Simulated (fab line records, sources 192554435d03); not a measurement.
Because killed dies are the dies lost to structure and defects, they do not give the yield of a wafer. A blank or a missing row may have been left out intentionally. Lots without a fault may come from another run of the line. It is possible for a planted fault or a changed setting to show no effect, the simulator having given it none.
fab line records / flow n5_finfet / part 2 of 2: steps 17 to 27 of 27
record lots=5 wafers=15 last_day=16
route steps=1938 shown BEOL_M1@762
lots untouched by any fault: they come from a run of this same line in which no faults occurred
start_h: the number of hours between the record's first day and the start of the first shown wafer of the lot / wait_h: hours elapsed since this lot's preceding step / " the same as in the row above / L1.1+2: several wafers, shown together as one row / - either no value or no given start / * or withheld: withheld / < > ~ a bound
route shown NAME@n: names a module that has steps shown in the file, with the first one's number in the route / usual: mean/standard deviation of fault-free wafers / same: alike in all rows / chamber/n: place in a boat / sites: per-site readings / _std_site: their standard deviation / _edge_site: inner sites' mean taken away from outer sites' mean / radius_mm: how far each site lies from the wafer's centre / mask NAME#n: copy n / behind: the tool/chamber that last shaped the wafer / hold: the reason the lot was held/the length of the hold in hours/how it ended / device: which transistor (n, p or np) failed to switch / end of line: tests run on the same wafers once the route is complete / where a step has no rows: the recipe by itself / killed: not the wafer's yield, but the dies lost to structure and defects at the first sort / map: shows each die of a wafer: x if killed, . if not, _ if none is there
set.NAME: the setting that was run; set.NAME@STEP: the one run at that earlier step / model.NAME: the simulator's own value behind a step, which no gauge read
a table for each step, a row for each wafer; lots at some steps of the route
services: from which hour (start_h, from the record's first day; less than 0 if before it) a tool's chamber was out of use, for how many hours, and why
## steps
# step N5_BEOL_M1_COAT_68
# recipe resist=SiARC temp_c=220 time_s=60 spin_rpm=1500 resist_thk_nm=12
# usual exhaust_pa=45.0/0.81
lot.wafer=L076.2 tool=litho_track-02 chamber=0 start_h=- wait_h=- exhaust_pa=43.9
lot.wafer=L076.5 tool=litho_track-02 chamber=0 start_h=- wait_h=- exhaust_pa=44.1
lot.wafer=L076.6 tool=litho_track-02 chamber=0 start_h=- wait_h=- exhaust_pa=45.0
lot.wafer=L078.3 tool=litho_track-03 chamber=0 start_h=- wait_h=- exhaust_pa=43.9
lot.wafer=L078.4 tool=litho_track-03 chamber=0 start_h=- wait_h=- exhaust_pa=44.6
lot.wafer=L078.6 tool=litho_track-03 chamber=0 start_h=- wait_h=- exhaust_pa=45.5
lot.wafer=L080.3 tool=litho_track-02 chamber=0 start_h=- wait_h=- exhaust_pa=44.6
lot.wafer=L080.4 tool=litho_track-02 chamber=0 start_h=- wait_h=- exhaust_pa=45.1
lot.wafer=L080.5 tool=litho_track-02 chamber=0 start_h=- wait_h=- exhaust_pa=45.1
lot.wafer=L087.2 tool=litho_track-02 chamber=0 start_h=- wait_h=- exhaust_pa=43.9
lot.wafer=L087.4 tool=litho_track-02 chamber=0 start_h=- wait_h=- exhaust_pa=45.2
lot.wafer=L087.5 tool=litho_track-02 chamber=0 start_h=- wait_h=- exhaust_pa=44.5
lot.wafer=L092.1 tool=litho_track-02 chamber=0 start_h=- wait_h=- exhaust_pa=44.9
lot.wafer=L092.5 tool=litho_track-02 chamber=0 start_h=- wait_h=- exhaust_pa=46.5
lot.wafer=L092.6 tool=litho_track-02 chamber=0 start_h=- wait_h=- exhaust_pa=44.7
# step N5_BEOL_M1_COAT_76
# recipe resist=underlayer temp_c=205 time_s=60 spin_rpm=1500 resist_thk_nm=5
# usual exhaust_pa=44.9/0.82
lot.wafer=L076.2 tool=litho_track-02 chamber=0 start_h=- wait_h=- exhaust_pa=45.8
lot.wafer=L076.5 tool=litho_track-02 chamber=0 start_h=- wait_h=- exhaust_pa=45.0
lot.wafer=L076.6 tool=litho_track-02 chamber=0 start_h=- wait_h=- exhaust_pa=45.3
lot.wafer=L078.3 tool=litho_track-03 chamber=0 start_h=- wait_h=- exhaust_pa=44.7
lot.wafer=L078.4 tool=litho_track-03 chamber=0 start_h=- wait_h=- exhaust_pa=45.2
lot.wafer=L078.6 tool=litho_track-03 chamber=0 start_h=- wait_h=- exhaust_pa=44.9
lot.wafer=L080.3 tool=litho_track-02 chamber=0 start_h=- wait_h=- exhaust_pa=44.9
lot.wafer=L080.4 tool=litho_track-02 chamber=0 start_h=- wait_h=- exhaust_pa=44.8
lot.wafer=L080.5 tool=litho_track-02 chamber=0 start_h=- wait_h=- exhaust_pa=45.0
lot.wafer=L087.2 tool=litho_track-02 chamber=0 start_h=- wait_h=- exhaust_pa=44.9
lot.wafer=L087.4 tool=litho_track-02 chamber=0 start_h=- wait_h=- exhaust_pa=44.9
lot.wafer=L087.5 tool=litho_track-02 chamber=0 start_h=- wait_h=- exhaust_pa=45.8
lot.wafer=L092.1 tool=litho_track-02 chamber=0 start_h=- wait_h=- exhaust_pa=43.6
lot.wafer=L092.5 tool=litho_track-02 chamber=0 start_h=- wait_h=- exhaust_pa=44.8
lot.wafer=L092.6 tool=litho_track-02 chamber=0 start_h=- wait_h=- exhaust_pa=43.7
# step N5_BEOL_M1_COAT_22
# recipe resist=CAR-EUV spin_rpm=1500 resist_thk_nm=30
# usual exhaust_pa=45.1/0.88
lot.wafer=L076.2 tool=litho_track-02 chamber=0 start_h=- wait_h=- exhaust_pa=43.2
lot.wafer=L076.5 tool=litho_track-02 chamber=0 start_h=- wait_h=- exhaust_pa=44.6
lot.wafer=L076.6 tool=litho_track-02 chamber=0 start_h=- wait_h=- exhaust_pa=43.2
lot.wafer=L078.3 tool=litho_track-03 chamber=0 start_h=- wait_h=- exhaust_pa=43.9
lot.wafer=L078.4 tool=litho_track-03 chamber=0 start_h=- wait_h=- exhaust_pa=44.3
lot.wafer=L078.6 tool=litho_track-03 chamber=0 start_h=- wait_h=- exhaust_pa=43.6
lot.wafer=L080.3 tool=litho_track-02 chamber=0 start_h=- wait_h=- exhaust_pa=44.1
lot.wafer=L080.4 tool=litho_track-02 chamber=0 start_h=- wait_h=- exhaust_pa=43.7
lot.wafer=L080.5 tool=litho_track-02 chamber=0 start_h=- wait_h=- exhaust_pa=44.5
lot.wafer=L087.2 tool=litho_track-02 chamber=0 start_h=- wait_h=- exhaust_pa=45.0
lot.wafer=L087.4 tool=litho_track-02 chamber=0 start_h=- wait_h=- exhaust_pa=45.8
lot.wafer=L087.5 tool=litho_track-02 chamber=0 start_h=- wait_h=- exhaust_pa=46.3
lot.wafer=L092.1 tool=litho_track-02 chamber=0 start_h=- wait_h=- exhaust_pa=45.6
lot.wafer=L092.5 tool=litho_track-02 chamber=0 start_h=- wait_h=- exhaust_pa=45.4
lot.wafer=L092.6 tool=litho_track-02 chamber=0 start_h=- wait_h=- exhaust_pa=45.6
# step N5_BEOL_M1_EBR_24
# recipe solvent=PGMEA ebr_width_mm=1.5
# usual exhaust_pa=45.1/0.89
lot.wafer=L076.2 tool=litho_track-02 chamber=0 start_h=- wait_h=- exhaust_pa=45.0
lot.wafer=L076.5 tool=litho_track-02 chamber=0 start_h=- wait_h=- exhaust_pa=45.4
lot.wafer=L076.6 tool=litho_track-02 chamber=0 start_h=- wait_h=- exhaust_pa=44.9
lot.wafer=L078.3 tool=litho_track-03 chamber=0 start_h=- wait_h=- exhaust_pa=43.3
lot.wafer=L078.4 tool=litho_track-03 chamber=0 start_h=- wait_h=- exhaust_pa=45.5
lot.wafer=L078.6 tool=litho_track-03 chamber=0 start_h=- wait_h=- exhaust_pa=46.1
lot.wafer=L080.3 tool=litho_track-02 chamber=0 start_h=- wait_h=- exhaust_pa=46.3
lot.wafer=L080.4 tool=litho_track-02 chamber=0 start_h=- wait_h=- exhaust_pa=45.7
lot.wafer=L080.5 tool=litho_track-02 chamber=0 start_h=- wait_h=- exhaust_pa=46.3
lot.wafer=L087.2 tool=litho_track-02 chamber=0 start_h=- wait_h=- exhaust_pa=45.2
lot.wafer=L087.4 tool=litho_track-02 chamber=0 start_h=- wait_h=- exhaust_pa=45.2
lot.wafer=L087.5 tool=litho_track-02 chamber=0 start_h=- wait_h=- exhaust_pa=45.1
lot.wafer=L092.1 tool=litho_track-02 chamber=0 start_h=- wait_h=- exhaust_pa=44.5
lot.wafer=L092.5 tool=litho_track-02 chamber=0 start_h=- wait_h=- exhaust_pa=43.2
lot.wafer=L092.6 tool=litho_track-02 chamber=0 start_h=- wait_h=- exhaust_pa=44.3
# step N5_BEOL_M1_SOFTBAKE_23
# recipe temp_c=110 time_s=60 resist=CAR-EUV
# usual exhaust_pa=45.0/0.92
lot.wafer=L076.2 tool=litho_track-02 chamber=0 start_h=- wait_h=- exhaust_pa=45.5
lot.wafer=L076.5 tool=litho_track-02 chamber=0 start_h=- wait_h=- exhaust_pa=44.4
lot.wafer=L076.6 tool=litho_track-02 chamber=0 start_h=- wait_h=- exhaust_pa=44.2
lot.wafer=L078.3 tool=litho_track-03 chamber=0 start_h=- wait_h=- exhaust_pa=45.5
lot.wafer=L078.4 tool=litho_track-03 chamber=0 start_h=- wait_h=- exhaust_pa=44.7
lot.wafer=L078.6 tool=litho_track-03 chamber=0 start_h=- wait_h=- exhaust_pa=45.1
lot.wafer=L080.3 tool=litho_track-02 chamber=0 start_h=- wait_h=- exhaust_pa=45.1
lot.wafer=L080.4 tool=litho_track-02 chamber=0 start_h=- wait_h=- exhaust_pa=44.6
lot.wafer=L080.5 tool=litho_track-02 chamber=0 start_h=- wait_h=- exhaust_pa=44.3
lot.wafer=L087.2 tool=litho_track-02 chamber=0 start_h=- wait_h=- exhaust_pa=43.3
lot.wafer=L087.4 tool=litho_track-02 chamber=0 start_h=- wait_h=- exhaust_pa=43.8
lot.wafer=L087.5 tool=litho_track-02 chamber=0 start_h=- wait_h=- exhaust_pa=42.8
lot.wafer=L092.1 tool=litho_track-02 chamber=0 start_h=- wait_h=- exhaust_pa=45.1
lot.wafer=L092.5 tool=litho_track-02 chamber=0 start_h=- wait_h=- exhaust_pa=44.9
lot.wafer=L092.6 tool=litho_track-02 chamber=0 start_h=- wait_h=- exhaust_pa=44.8
# step N5_BEOL_M1_EXPOSE_25
# recipe mask_id=V0 na=0.33 source_shape=quasar sigma_inner=0.2 sigma_outer=0.8 polarization=unpolarized defocus_nm=5 target_cd_nm=24 dose_mj=63
lot.wafer=L076.2+5+6 tool=euv_scanner-01 chamber=0 start_h=137.60 wait_h=- mask=V0#0
lot.wafer=L078.3+4+6 tool=euv_scanner-01 chamber=0 start_h=150.25 wait_h=- mask=V0#0
lot.wafer=L080.3+4+5 tool=euv_scanner-01 chamber=0 start_h=159.51 wait_h=- mask=V0#0
lot.wafer=L087.2+4+5 tool=euv_scanner-02 chamber=0 start_h=204.77 wait_h=- mask=V0#0
lot.wafer=L092.1+5+6 tool=euv_scanner-02 chamber=0 start_h=230.66 wait_h=- mask=V0#0
# step N5_BEOL_M1_PEB_26
# recipe peb_temp_c=100 peb_time_s=60 resist=CAR-EUV
# usual exhaust_pa=45.0/0.9
lot.wafer=L076.2 tool=litho_track-05 chamber=0 start_h=137.67 wait_h=0.1 exhaust_pa=44.2
lot.wafer=L076.5 tool=litho_track-05 chamber=0 start_h=137.67 wait_h=0.1 exhaust_pa=45.7
lot.wafer=L076.6 tool=litho_track-05 chamber=0 start_h=137.67 wait_h=0.1 exhaust_pa=43.8
lot.wafer=L078.3 tool=litho_track-02 chamber=0 start_h=150.31 wait_h=0.1 exhaust_pa=44.2
lot.wafer=L078.4 tool=litho_track-02 chamber=0 start_h=150.31 wait_h=0.1 exhaust_pa=45.3
lot.wafer=L078.6 tool=litho_track-02 chamber=0 start_h=150.31 wait_h=0.1 exhaust_pa=44.8
lot.wafer=L080.3 tool=litho_track-05 chamber=0 start_h=159.58 wait_h=0.1 exhaust_pa=46.0
lot.wafer=L080.4 tool=litho_track-05 chamber=0 start_h=159.58 wait_h=0.1 exhaust_pa=46.3
lot.wafer=L080.5 tool=litho_track-05 chamber=0 start_h=159.58 wait_h=0.1 exhaust_pa=45.5
lot.wafer=L087.2 tool=litho_track-05 chamber=0 start_h=204.84 wait_h=0.1 exhaust_pa=45.5
lot.wafer=L087.4 tool=litho_track-05 chamber=0 start_h=204.84 wait_h=0.1 exhaust_pa=44.6
lot.wafer=L087.5 tool=litho_track-05 chamber=0 start_h=204.84 wait_h=0.1 exhaust_pa=44.7
lot.wafer=L092.1 tool=litho_track-05 chamber=0 start_h=230.74 wait_h=0.1 exhaust_pa=44.3
lot.wafer=L092.5 tool=litho_track-05 chamber=0 start_h=230.74 wait_h=0.1 exhaust_pa=44.7
lot.wafer=L092.6 tool=litho_track-05 chamber=0 start_h=230.74 wait_h=0.1 exhaust_pa=43.7
# step N5_BEOL_M1_DEVELOP_27
# recipe develop_time_s=30 developer=TMAH resist=CAR-EUV rinse_liquid=surfactant_rinse dry=air_spin dev_temp_c=23
# usual exhaust_pa=44.9/0.86
lot.wafer=L076.2 tool=litho_track-05 chamber=0 start_h=- wait_h=- exhaust_pa=44.2
lot.wafer=L076.5 tool=litho_track-05 chamber=0 start_h=- wait_h=- exhaust_pa=45.4
lot.wafer=L076.6 tool=litho_track-05 chamber=0 start_h=- wait_h=- exhaust_pa=45.9
lot.wafer=L078.3 tool=litho_track-02 chamber=0 start_h=- wait_h=- exhaust_pa=44.6
lot.wafer=L078.4 tool=litho_track-02 chamber=0 start_h=- wait_h=- exhaust_pa=44.3
lot.wafer=L078.6 tool=litho_track-02 chamber=0 start_h=- wait_h=- exhaust_pa=43.8
lot.wafer=L080.3 tool=litho_track-05 chamber=0 start_h=- wait_h=- exhaust_pa=46.3
lot.wafer=L080.4 tool=litho_track-05 chamber=0 start_h=- wait_h=- exhaust_pa=45.1
lot.wafer=L080.5 tool=litho_track-05 chamber=0 start_h=- wait_h=- exhaust_pa=45.4
lot.wafer=L087.2 tool=litho_track-05 chamber=0 start_h=- wait_h=- exhaust_pa=43.8
lot.wafer=L087.4 tool=litho_track-05 chamber=0 start_h=- wait_h=- exhaust_pa=44.3
lot.wafer=L087.5 tool=litho_track-05 chamber=0 start_h=- wait_h=- exhaust_pa=44.6
lot.wafer=L092.1 tool=litho_track-05 chamber=0 start_h=- wait_h=- exhaust_pa=45.1
lot.wafer=L092.5 tool=litho_track-05 chamber=0 start_h=- wait_h=- exhaust_pa=44.4
lot.wafer=L092.6 tool=litho_track-05 chamber=0 start_h=- wait_h=- exhaust_pa=45.8
# step N5_BEOL_M1_CD_MEAS_28
# recipe landing_energy_ev=500 detector=se_inlens target_cd_y_nm=23.3
# usual cd_nm=24.02/0.21
lot.wafer=L076.2 tool=cd_sem-03 chamber=0 start_h=137.74 wait_h=- cd_nm=24.14
lot.wafer=L076.5 tool=cd_sem-03 chamber=0 start_h=137.74 wait_h=- cd_nm=23.78
lot.wafer=L076.6 tool=cd_sem-03 chamber=0 start_h=137.74 wait_h=- cd_nm=24.14
lot.wafer=L078.3 tool=cd_sem-01 chamber=0 start_h=150.38 wait_h=- cd_nm=23.95
lot.wafer=L078.4 tool=cd_sem-01 chamber=0 start_h=150.38 wait_h=- cd_nm=24.25
lot.wafer=L078.6 tool=cd_sem-01 chamber=0 start_h=150.38 wait_h=- cd_nm=24.27
lot.wafer=L080.3 tool=cd_sem-01 chamber=0 start_h=159.64 wait_h=- cd_nm=24.20
lot.wafer=L080.4 tool=cd_sem-01 chamber=0 start_h=159.64 wait_h=- cd_nm=24.02
lot.wafer=L080.5 tool=cd_sem-01 chamber=0 start_h=159.64 wait_h=- cd_nm=24.18
lot.wafer=L087.2 tool=cd_sem-02 chamber=0 start_h=204.91 wait_h=- cd_nm=24.38
lot.wafer=L087.4 tool=cd_sem-02 chamber=0 start_h=204.91 wait_h=- cd_nm=24.23
lot.wafer=L087.5 tool=cd_sem-02 chamber=0 start_h=204.91 wait_h=- cd_nm=24.14
lot.wafer=L092.1 tool=cd_sem-01 chamber=0 start_h=230.81 wait_h=- cd_nm=23.85
lot.wafer=L092.5 tool=cd_sem-01 chamber=0 start_h=230.81 wait_h=- cd_nm=24.01
lot.wafer=L092.6 tool=cd_sem-01 chamber=0 start_h=230.81 wait_h=- cd_nm=24.19
# step N5_BEOL_M1_OVL_MEAS_29
# recipe points_per_wafer=522
# usual V0_OVL=0.1/0.57
lot.wafer=L076.2 tool=overlay-01 chamber=0 start_h=137.77 wait_h=0.0 V0_OVL[nm]=-0.1
lot.wafer=L076.5 tool=overlay-01 chamber=0 start_h=137.77 wait_h=0.0 V0_OVL[nm]=-0.3
lot.wafer=L076.6 tool=overlay-01 chamber=0 start_h=137.77 wait_h=0.0 V0_OVL[nm]=-0.3
lot.wafer=L078.3 tool=overlay-02 chamber=0 start_h=150.42 wait_h=0.0 V0_OVL[nm]=0.5
lot.wafer=L078.4 tool=overlay-02 chamber=0 start_h=150.42 wait_h=0.0 V0_OVL[nm]=-0.2
lot.wafer=L078.6 tool=overlay-02 chamber=0 start_h=150.42 wait_h=0.0 V0_OVL[nm]=0.0
lot.wafer=L080.3 tool=overlay-01 chamber=0 start_h=159.68 wait_h=0.0 V0_OVL[nm]=0.3
lot.wafer=L080.4 tool=overlay-01 chamber=0 start_h=159.68 wait_h=0.0 V0_OVL[nm]=0.2
lot.wafer=L080.5 tool=overlay-01 chamber=0 start_h=159.68 wait_h=0.0 V0_OVL[nm]=0.3
lot.wafer=L087.2 tool=overlay-02 chamber=0 start_h=204.94 wait_h=0.0 V0_OVL[nm]=0.9
lot.wafer=L087.4 tool=overlay-02 chamber=0 start_h=204.94 wait_h=0.0 V0_OVL[nm]=0.8
lot.wafer=L087.5 tool=overlay-02 chamber=0 start_h=204.94 wait_h=0.0 V0_OVL[nm]=1.2
lot.wafer=L092.1 tool=overlay-01 chamber=0 start_h=230.84 wait_h=0.0 V0_OVL[nm]=0.6
lot.wafer=L092.5 tool=overlay-01 chamber=0 start_h=230.84 wait_h=0.0 V0_OVL[nm]=0.8
lot.wafer=L092.6 tool=overlay-01 chamber=0 start_h=230.84 wait_h=0.0 V0_OVL[nm]=0.1
# step N5_BEOL_M1_INSPECT_30
# recipe mode=adi inspect_instrument=brightfield
# usual raw_defect_count=402/100
lot.wafer=L076.2 tool=defect_inspect-02 chamber=- start_h=137.82 wait_h=0.0 raw_defect_count=350
lot.wafer=L076.5 tool=defect_inspect-02 chamber=- start_h=137.82 wait_h=0.0 raw_defect_count=532
lot.wafer=L076.6 tool=defect_inspect-02 chamber=- start_h=137.82 wait_h=0.0 raw_defect_count=330
lot.wafer=L078.3 tool=defect_inspect-02 chamber=- start_h=150.47 wait_h=0.0 raw_defect_count=488
lot.wafer=L078.4 tool=defect_inspect-02 chamber=- start_h=150.47 wait_h=0.0 raw_defect_count=338
lot.wafer=L078.6 tool=defect_inspect-02 chamber=- start_h=150.47 wait_h=0.0 raw_defect_count=478
lot.wafer=L080.3 tool=defect_inspect-01 chamber=- start_h=159.73 wait_h=0.0 raw_defect_count=255
lot.wafer=L080.4 tool=defect_inspect-01 chamber=- start_h=159.73 wait_h=0.0 raw_defect_count=228
lot.wafer=L080.5 tool=defect_inspect-01 chamber=- start_h=159.73 wait_h=0.0 raw_defect_count=275
lot.wafer=L087.2 tool=defect_inspect-01 chamber=- start_h=204.99 wait_h=0.0 raw_defect_count=445
lot.wafer=L087.4 tool=defect_inspect-01 chamber=- start_h=204.99 wait_h=0.0 raw_defect_count=419
lot.wafer=L087.5 tool=defect_inspect-01 chamber=- start_h=204.99 wait_h=0.0 raw_defect_count=395
lot.wafer=L092.1 tool=defect_inspect-01 chamber=- start_h=230.90 wait_h=0.1 raw_defect_count=279
lot.wafer=L092.5 tool=defect_inspect-01 chamber=- start_h=230.90 wait_h=0.1 raw_defect_count=308
lot.wafer=L092.6 tool=defect_inspect-01 chamber=- start_h=230.90 wait_h=0.1 raw_defect_count=306
## services
tool=rie_metal-01 chamber=- start_h=117.96 hours=0.2 kind=repair
tool=rie_diel-05 chamber=0 start_h=121.56 hours=1.7 kind=repair
tool=euv_scanner-02 chamber=- start_h=125.64 hours=1.0 kind=pm
tool=euv_scanner-02 chamber=- start_h=131.30 hours=5.8 kind=pm
tool=euv_scanner-01 chamber=- start_h=140.71 hours=1.0 kind=pm
tool=rie_metal-03 chamber=1 start_h=155.58 hours=8.0 kind=repair
tool=euv_scanner-02 chamber=- start_h=159.10 hours=4.6 kind=pm
tool=euv_scanner-01 chamber=0 start_h=179.18 hours=- kind=calibration
tool=euv_scanner-02 chamber=- start_h=181.79 hours=1.0 kind=pm
tool=rie_metal-01 chamber=1 start_h=186.18 hours=2.5 kind=repair
tool=rie_diel-01 chamber=- start_h=187.24 hours=4.3 kind=pm
tool=euv_scanner-01 chamber=- start_h=196.86 hours=1.0 kind=pm
tool=rie_diel-04 chamber=3 start_h=202.30 hours=- kind=clean
tool=rie_diel-04 chamber=3 start_h=202.30 hours=- kind=consumable_replace:focus_ring
tool=rie_diel-04 chamber=3 start_h=202.30 hours=28.8 kind=scheduled_down
tool=rie_diel-04 chamber=3 start_h=202.30 hours=28.8 kind=vent_cycle
tool=rie_diel-01 chamber=- start_h=206.39 hours=0.5 kind=repair
tool=euv_scanner-01 chamber=- start_h=207.38 hours=1.3 kind=repair
tool=rie_metal-01 chamber=1 start_h=228.29 hours=- kind=clean
tool=rie_metal-01 chamber=1 start_h=228.29 hours=16.9 kind=scheduled_down
tool=rie_metal-01 chamber=1 start_h=228.29 hours=16.9 kind=vent_cycle
